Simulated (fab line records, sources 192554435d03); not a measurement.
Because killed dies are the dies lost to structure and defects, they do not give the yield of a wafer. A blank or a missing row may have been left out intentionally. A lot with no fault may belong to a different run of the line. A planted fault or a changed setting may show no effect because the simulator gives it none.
Chamber matching | flow n5-finfet | N5_BEOL_M7_CURE_74 on uv-cure-01: 3 sister chambers
The step cures SiCOH lowk, time 240 s. 18 wafers are shown with their chamber, then 9 later ones without.

== WAFERS WITH THEIR CHAMBER ==
wafer  | chamber | wafer_temp_C_max | lamp-power-pct (%)
L076.1 | 2       | 387.9            | 52.28
L076.4 | 2       | 386.7            | 52.30
L076.6 | 2       | 387.7            | 52.29
L076.2 | 2       | 387.4            | 52.26
L076.3 | 2       | 387.4            | 52.33
L076.5 | 2       | 387.6            | 52.35
L077.1 | 1       | 386.2            | 52.40
L077.4 | 1       | 386.3            | 52.33
L077.5 | 1       | 386.0            | 52.33
L081.1 | 0       | 385.9            | 52.32
L081.4 | 0       | 386.7            | 52.32
L081.5 | 0       | 387.4            | 52.40
L080.2 | 1       | 386.3            | 52.28
L080.3 | 1       | 386.5            | 52.33
L080.6 | 1       | 386.0            | 52.34
L082.1 | 0       | 386.4            | 52.34
L082.5 | 0       | 386.2            | 52.28
L082.6 | 0       | 385.7            | 52.31

SIGNATURES, as means of the wafers listed above
reading          | chamber 0 | chamber 1 | chamber 2 | scatter within a chamber
wafer_temp_C_max | 386.383   | 386.217   | 387.450   | 0.441
lamp-power-pct   | 52.3283   | 52.3350   | 52.3017   | 0.0373
Rule: for a wafer and a chamber, the distance is found by dividing, reading by reading, the gap between the wafer's reading and the chamber's mean by the reading's scatter, squaring, summing and taking the root. The wafer belongs to the nearest chamber; if the next one is less than 2 further off, it can't be placed. The scatter: take each reading less its chamber's mean, square it, sum over the shown wafers, divide by the number of wafers less the number of chambers, and take the root.

== WAFERS WITH NO CHAMBER GIVEN ==
wafer  | wafer_temp_C_max | lamp-power-pct (%)
L084.2 | 385.6            | 52.41
L084.3 | 386.3            | 52.37
L084.5 | 386.5            | 52.40
L088.1 | 386.4            | 52.33
L088.4 | 386.3            | 52.30
L088.6 | 386.6            | 52.40
L096.2 | 386.7            | 52.30
L096.4 | 386.7            | 52.26
L096.6 | 386.1            | 52.28

== WHICH CHAMBER EACH ONE RAN IN ==
wafer  | from the rows above          | in truth
L084.2 | can't be placed: 1 or 0      | 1
L084.3 | can't be placed: 1 or 0      | 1
L084.5 | can't be placed: 1 or 0 or 2 | 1
L088.1 | can't be placed: 0 or 1      | 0
L088.4 | can't be placed: 0 or 1 or 2 | 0
L088.6 | can't be placed: 1 or 0 or 2 | 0
L096.2 | can't be placed: 0 or 1 or 2 | 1
L096.4 | can't be placed: 0 or 2 or 1 | 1
L096.6 | can't be placed: 0 or 1 or 2 | 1
Correctly placed: 0 of 9. These rows do not allow placing 9 (true chamber among the candidates in 9). 0 placed wrongly.
